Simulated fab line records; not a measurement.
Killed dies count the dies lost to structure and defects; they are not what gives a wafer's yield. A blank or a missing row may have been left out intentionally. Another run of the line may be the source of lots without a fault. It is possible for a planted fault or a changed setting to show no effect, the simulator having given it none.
fab line records    flow nandHarc
record lots=5  wafers=15  lastDay=34
route steps=1302 shown P_GATE@119 END@1302
lots with no fault: from the same line, run without faults
startH: hours from the record's opening day to when the first of the lot's shown wafers began    waitH: hours since the lot's step before    " the same as in the row above    L1.1+2: a single row standing in for several wafers    - no value, or no start given    * or withheld: withheld    < > ~ a bound
route shown NAME@n: names a module that has steps shown in the file, with the first one's number in the route    usual: mean/standard deviation taken from wafers without a fault    same: alike in all rows    chamber/n: place in a boat    sites: readings site by site    _std_site: their standard deviation    _edge_site: outer sites' mean less inner sites'    radiusMm: how far each site lies from the wafer's centre    mask NAME#n: copy n    behind: the tool/chamber that last shaped the wafer    hold: the reason the lot was held/the length of the hold in hours/how it ended    device: which transistor (n, p or np) failed to switch    end of line: the same wafers' tests at the end of the route    where a step has no rows: the recipe by itself    killed: dies that structure and defects cost at the first sort, which is not the same as the wafer's yield    map: a wafer's dies, x killed, . not, _ none there
set.NAME: the setting that was run; set.NAME@STEP: the one run at that earlier step    model.NAME: the simulator's own value behind a step, which no gauge read
a table for each step, a row for each wafer; lots at some steps of the route
services: the hour from which a tool's chamber was out of use, counted from the record's first day as startH (under 0 if before that day), plus the number of hours and why
## steps
# step NHARC_P_GATE_EXPOSE_08
# recipe na=0.6  doseMj=16.75  maskId=P_HV
# step NHARC_P_GATE_PEB_09
# recipe pebTempC=118  pebTimeS=85
# step NHARC_P_GATE_DEVELOP_10
# recipe timeS=70
# step NHARC_P_GATE_CD_MEAS_11
# recipe targetCdNm=1640  landingEnergyEv=500
# usual cdNm=1638.9/1.8
lot.wafer  tool      chamber  startH  waitH  cdNm
L422.1     cdSem-03  0        87.28   -      1637.9
L422.2     "         0        "       "      1638.6
L422.6     "         0        "       "      1637.3
L427.1     cdSem-01  0        138.17  -      1639.2
L427.3     "         0        "       "      1642.9
L427.4     "         0        "       "      1639.8
L435.2     cdSem-02  0        226.36  -      1636.9
L435.3     "         0        "       "      1636.8
L435.5     "         0        "       "      1639.2
L439.4     cdSem-01  0        247.23  -      1640.2
L439.5     "         0        "       "      1639.7
L439.6     "         0        "       "      1642.0
L444.2     cdSem-02  0        296.99  -      1640.1
L444.4     "         0        "       "      1637.1
L444.5     "         0        "       "      1637.6
# step NHARC_P_GATE_HARDBAKE_12
# recipe tempC=125  timeS=80
# step NHARC_P_GATE_DESCUM_13
# recipe timeS=3  o2FlowSccm=200  arFlowSccm=0  biasPowerW=0  chemistry=O2
# usual drypumpMotorCurrentA=5.8/0.49  oesProductAu=1.001/0.0099  rfVppV=57.9/0.86  showerheadPlenumPTorr=1.95/0.079  throttleValvePct=11.312/0.0086
lot.wafer  tool        chamber  startH  waitH  drypumpMotorCurrentA  oesProductAu  rfHoursCounterH  rfVppV  showerheadPlenumPTorr  throttleValvePct
L422.1     rieDiel-05  1        87.44   -      5.3                   0.996         0.5              58.4    2.02                   11.305
L422.2     "           0        "       "      5.8                   1.007         0.4              57.4    1.96                   11.307
L422.6     "           1        "       "      5.3                   0.998         -                58.7    2.02                   11.303
L427.3     rieDiel-05  3        138.33  -      6.2                   1.009         3.5              57.6    1.83                   11.310
L427.4     "           1        "       "      5.3                   0.996         1.9              56.4    2.02                   11.321
L427.1     "           2        "       "      5.5                   0.984         3.6              58.7    2.03                   11.318
L435.2     rieDiel-07  1        226.53  -      4.9                   0.988         4.9              57.6    2.03                   11.321
L435.3     "           3        "       "      6.6                   1.000         4.5              57.4    1.88                   11.329
L435.5     "           0        "       "      6.3                   1.007         -                59.8    1.86                   11.312
L439.4     rieDiel-12  3        247.38  -      5.7                   1.009         7.4              59.6    2.03                   11.306
L439.5     "           3        "       "      5.7                   1.010         -                57.2    2.03                   11.306
L439.6     "           0        "       "      6.4                   0.991         -                57.1    2.03                   11.303
L444.2     rieDiel-05  1        297.15  -      5.4                   1.007         4.4              57.4    2.02                   11.318
L444.4     "           3        "       "      6.2                   1.007         3.1              57.4    1.83                   11.294
L444.5     "           2        "       "      5.5                   1.006         -                57.1    2.03                   11.303
# step NHARC_P_GATE_ETCH_14
# recipe targetDepthA=488  chemistry=dHF  material=SiO2
# step NHARC_P_GATE_STRIP_15
# recipe timeS=780  tempC=130  chemistry=SPM
# step NHARC_P_GATE_PRECLEAN_71
# recipe timeS=*  tempC=50  bathAgeMin=0  chemistry=SC1
# step NHARC_P_GATE_SRD_72
# step NHARC_P_GATE_OXIDE_16
# recipe targetThkA=30  tempC=875  oxTimeS=392  material=SiO2
# step NHARC_P_GATE_CVD_17
# recipe targetThkA=1500  tempC=620  timeS=900  material=poly-Si
# step NHARC_P_GATE_HM_DEP_102
# recipe targetThkA=1200  tempC=400  material=aC
# usual susceptorTempC=399.97/0.17  throttleValvePct=34.999/0.0097
lot.wafer  tool       chamber  startH  waitH  susceptorTempC  throttleValvePct
L422.1     aclDep-02  0        106.01  5.9    399.98          35.000
L422.2     "          0        "       "      399.82          35.001
L422.6     "          0        "       "      399.84          35.012
L427.1     aclDep-02  0        150.74  0.4    -               34.986
L427.3     "          0        "       "      -               35.004
L427.4     "          0        "       "      -               34.988
L435.2     aclDep-03  0        239.56  0.9    400.00          34.999
L435.3     "          0        "       "      400.03          34.994
L435.5     "          0        "       "      400.09          35.003
L439.4     aclDep-03  0        263.18  3.7    -               34.991
L439.5     "          0        "       "      -               35.008
L439.6     "          0        "       "      -               35.000
L444.2     aclDep-01  0        313.91  4.7    400.37          34.988
L444.4     "          0        "       "      400.04          34.991
L444.5     "          0        "       "      400.30          34.998
# step NHARC_P_GATE_DEP_103
# recipe targetThkA=300  targetThkNm=30  tempC=400  flowSccm=200  rfW=350  material=SiON
# usual heaterPowerOuterW=429/67  heaterPowerW=726/83  susceptorTempC=400.02/0.22
lot.wafer  tool      chamber  startH  waitH  heaterPowerOuterW  heaterPowerW  susceptorTempC
L422.1     pecvd-01  2        106.76  0.6    434                715           400.09
L422.2     "         0        "       "      483                832           399.88
L422.6     "         1        "       "      447                809           400.11
L427.1     pecvd-01  1        151.40  0.6    440                793           400.04
L427.3     "         2        "       "      421                684           400.71
L427.4     "         1        "       "      427                787           399.96
L435.3     pecvd-02  0        240.22  0.4    415                670           400.01
L435.2     "         1        "       "      398                670           400.07
L435.5     "         2        "       "      405                712           399.78
L439.4     pecvd-04  1        263.60  0.3    625                867           399.94
L439.6     "         2        "       "      402                658           400.37
L439.5     "         0        "       "      512                870           399.80
L444.2     pecvd-02  0        314.62  0.6    386                665           400.10
L444.4     "         1        "       "      390                639           399.81
L444.5     "         2        "       "      352                660           399.86
# step NHARC_P_GATE_DEHYDRATE_18
# recipe tempC=150  timeS=120
# step NHARC_P_GATE_HMDS_19
# recipe timeS=30
# step NHARC_P_GATE_COAT_20
# recipe spinRpm=1500  resistThkNm=90
# step NHARC_P_GATE_SOFTBAKE_21
# recipe tempC=105  timeS=55
# step NHARC_P_GATE_EBR_22
# step NHARC_P_GATE_EXPOSE_23
# recipe na=1.35  targetCdNm=120  doseMj=93.91  maskId=P_GATE
# step NHARC_P_GATE_PEB_24
# recipe pebTempC=100  pebTimeS=65
# step NHARC_P_GATE_DEVELOP_25
# recipe developTimeS=35  devTempC=23
# step NHARC_P_GATE_CD_MEAS_26
# recipe targetCdNm=120  landingEnergyEv=500
# usual cdNm=119.8/0.64
lot.wafer  tool      chamber  startH  waitH  cdNm
L422.1     cdSem-02  0        107.32  -      118.8
L422.2     "         0        "       "      118.5
L422.6     "         0        "       "      118.8
L427.1     cdSem-02  0        151.95  -      120.8
L427.3     "         0        "       "      120.8
L427.4     "         0        "       "      119.2
L435.2     cdSem-02  0        240.90  -      120.9
L435.3     "         0        "       "      119.5
L435.5     "         0        "       "      119.5
L439.4     cdSem-02  0        264.20  -      119.6
L439.5     "         0        "       "      120.1
L439.6     "         0        "       "      119.9
L444.2     cdSem-03  0        315.18  -      120.5
L444.4     "         0        "       "      119.5
L444.5     "         0        "       "      120.7
# step NHARC_P_GATE_OVL_MEAS_27
# usual overlayXNm=-0.3/0.74  overlayYNm=0.0/0.86
lot.wafer  tool        chamber  startH  waitH  overlayXNm  overlayYNm
L422.1     overlay-02  -        107.40  -      -0.2        0.0
L422.2     "           -        "       "      -0.7        -0.1
L422.6     "           -        "       "      -1.1        -0.2
L427.1     overlay-01  -        152.04  -      -1.1        -0.8
L427.3     "           -        "       "      -1.0        -1.0
L427.4     "           -        "       "      -1.2        -0.7
L435.2     overlay-01  -        240.98  -      -0.4        0.3
L435.3     "           -        "       "      0.0         1.0
L435.5     "           -        "       "      -0.7        0.9
L439.4     overlay-01  -        264.28  -      0.4         -0.4
L439.5     "           -        "       "      1.0         -0.5
L439.6     "           -        "       "      1.2         -0.5
L444.2     overlay-02  -        315.26  -      -0.1        0.5
L444.4     "           -        "       "      -0.2        0.2
L444.5     "           -        "       "      -0.5        -0.3
# step NHARC_P_GATE_INSPECT_28
# usual rawDefectCount=7/3.1
lot.wafer  tool              chamber  startH  waitH  rawDefectCount
L422.1     defectInspect-01  -        107.44  0.0    4
L422.2     "                 -        "       "      5
L422.6     "                 -        "       "      4
L427.1     defectInspect-01  -        152.08  0.0    17
L427.3     "                 -        "       "      14
L427.4     "                 -        "       "      17
L435.2     defectInspect-02  -        241.02  0.0    2
L435.3     "                 -        "       "      6
L435.5     "                 -        "       "      4
L439.4     defectInspect-01  -        264.32  0.0    5
L439.5     "                 -        "       "      8
L439.6     "                 -        "       "      7
L444.2     defectInspect-01  -        315.30  0.0    18
L444.4     "                 -        "       "      8
L444.5     "                 -        "       "      4
# step NHARC_P_GATE_DESCUM_31
# recipe timeS=3  o2FlowSccm=200  arFlowSccm=0  biasPowerW=0  chemistry=O2
# usual drypumpMotorCurrentA=5.8/0.52  oesProductAu=0.999/0.011  rfVppV=58.0/0.85  showerheadPlenumPTorr=1.94/0.079  throttleValvePct=11.312/0.0088
lot.wafer  tool        chamber  startH  waitH  drypumpMotorCurrentA  oesProductAu  rfHoursCounterH  rfVppV  showerheadPlenumPTorr  throttleValvePct
L422.2     rieDiel-05  2        107.50  0.1    5.5                   0.985         2.4              57.2    2.03                   11.314
L422.1     "           0        "       "      5.8                   0.996         2.5              58.1    1.96                   11.312
L422.6     "           3        "       "      6.1                   0.997         -                56.9    1.83                   11.307
L427.1     rieDiel-12  0        152.14  0.1    6.4                   1.004         3.3              57.5    2.03                   11.317
L427.4     "           1        "       "      4.9                   0.996         3.1              59.5    1.95                   11.295
L427.3     "           2        "       "      5.4                   1.011         2.6              56.8    1.83                   11.322
L435.3     rieDiel-12  3        241.09  0.1    5.7                   1.015         7.1              57.2    2.03                   11.323
L435.2     "           0        "       "      6.4                   1.003         8.5              58.0    2.03                   11.316
L435.5     "           3        "       "      5.7                   1.008         -                58.9    2.03                   11.315
L439.4     rieDiel-07  3        264.38  0.1    6.6                   1.005         7.5              58.4    1.88                   11.318
L439.6     "           2        "       "      6.2                   1.005         -                58.6    1.90                   11.314
L439.5     "           3        "       "      6.6                   0.995         -                57.5    1.88                   11.314
L444.2     rieDiel-05  0        315.36  0.1    5.8                   0.983         5.5              58.9    1.96                   11.306
L444.4     "           1        "       "      5.3                   0.998         6.8              56.6    2.02                   11.322
L444.5     "           0        "       "      5.8                   0.990         -                59.3    1.96                   11.315
# step NHARC_END_SORT_01
# recipe tempC=25
# usual killedAtArray=41/10  killedAtOther=0.8/0.91  killedAtPeriphery=4.2/2.9  killedDies=46/10  killedOpen=3.5/2.1  killedShort=2.5/1.6
# same grossDies=677
lot.wafer  tool       chamber  startH  waitH  killedAtArray  killedAtOther  killedAtPeriphery  killedDies  killedOpen  killedShort
L427.3     prober-02  0        605.26  3.1    64             0              11                 75          4           2
L427.4     prober-02  0        606.06  3.4    55             0              8                  63          0           2
# killed by level:class
L427.3 A_CHANNEL_HOLE_D1:chamberFilmFlake=21 A_CHANNEL_HOLE_D2:chamberFilmFlake=16 A_SLIT:chamberFilmFlake=14 P_GATE:unspecified=10 A_CONTACT:chamberFilmFlake=4 A_M0:geometricParticle:open=2 A_DECK1_JOINT:chamberFilmFlake=2 A_ONON_D2:geometricParticle:short=1
L427.4 A_CHANNEL_HOLE_D2:chamberFilmFlake=19 A_CHANNEL_HOLE_D1:chamberFilmFlake=15 A_SLIT:chamberFilmFlake=10 P_GATE:unspecified=8 A_CONTACT:chamberFilmFlake=6 A_SOURCE_PLATE:geometricParticle:short=2 A_DECK1_JOINT:chamberFilmFlake=1 A_STAIRCASE:chamberFilmFlake=1
## services
tool        chamber  startH  hours  kind
rieDiel-12  -        91.68   9.0    pm
rieDiel-05  1        95.66   18.7   repair
rieDiel-07  0        115.27  13.6   repair
rieDiel-07  -        117.20  9.0    pm
aclDep-03   -        119.85  13.0   pm
rieDiel-05  1        129.49  2.8    repair
rieDiel-07  3        130.02  8.9    repair
pecvd-01    -        130.15  13.0   pm
rieDiel-12  3        137.92  6.4    repair
pecvd-02    0        153.19  15.1   repair
rieDiel-12  3        180.21  3.2    repair
rieDiel-05  0        180.73  5.1    repair
rieDiel-07  -        184.74  0.2    repair
rieDiel-07  1        195.37  10.8   repair
pecvd-01    -        205.53  1.5    repair
rieDiel-07  -        219.17  0.3    repair
aclDep-02   -        222.78  10.3   repair
pecvd-02    -        227.22  13.0   pm
rieDiel-05  -        229.60  9.0    pm
rieDiel-12  3        248.83  7.0    repair
rieDiel-05  -        266.28  0.5    repair
rieDiel-12  -        268.68  9.0    pm
rieDiel-05  -        281.97  0.5    repair
rieDiel-05  2        306.19  7.9    repair
## key
firstSign step=NHARC_P_GATE_INSPECT_28  reading=rawDefectCount  direction=up  sigmas=3  usual=7  struck=16
effect none on later readings
metAt NHARC_P_GATE_HM_DEP_102
struckWafers L427.1,L427.3,L427.4
rowsEnd L427.1
testerLeftOut L427
onsetBetween 106.01 150.74
alsoFits NHARC_P_GATE_DEP_103:pecvd-01
fault kind=chamberParticleSource  tool=aclDep-02  chamber=0  onsetH=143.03  steps=NHARC_P_GATE_HM_DEP_102  ratePerVisitCm2=0.015106
# testerLeftOut: of these lots the tester's yield and bins aren't shown, on N5 and GAA mostly nor the transistor test; their killed dies are dies lost to structure and defects alone, not to doping, threshold or leakage, so they don't give the yield
# rowsEnd: these wafers met a further fault down the route, and their rows from its step on are left out
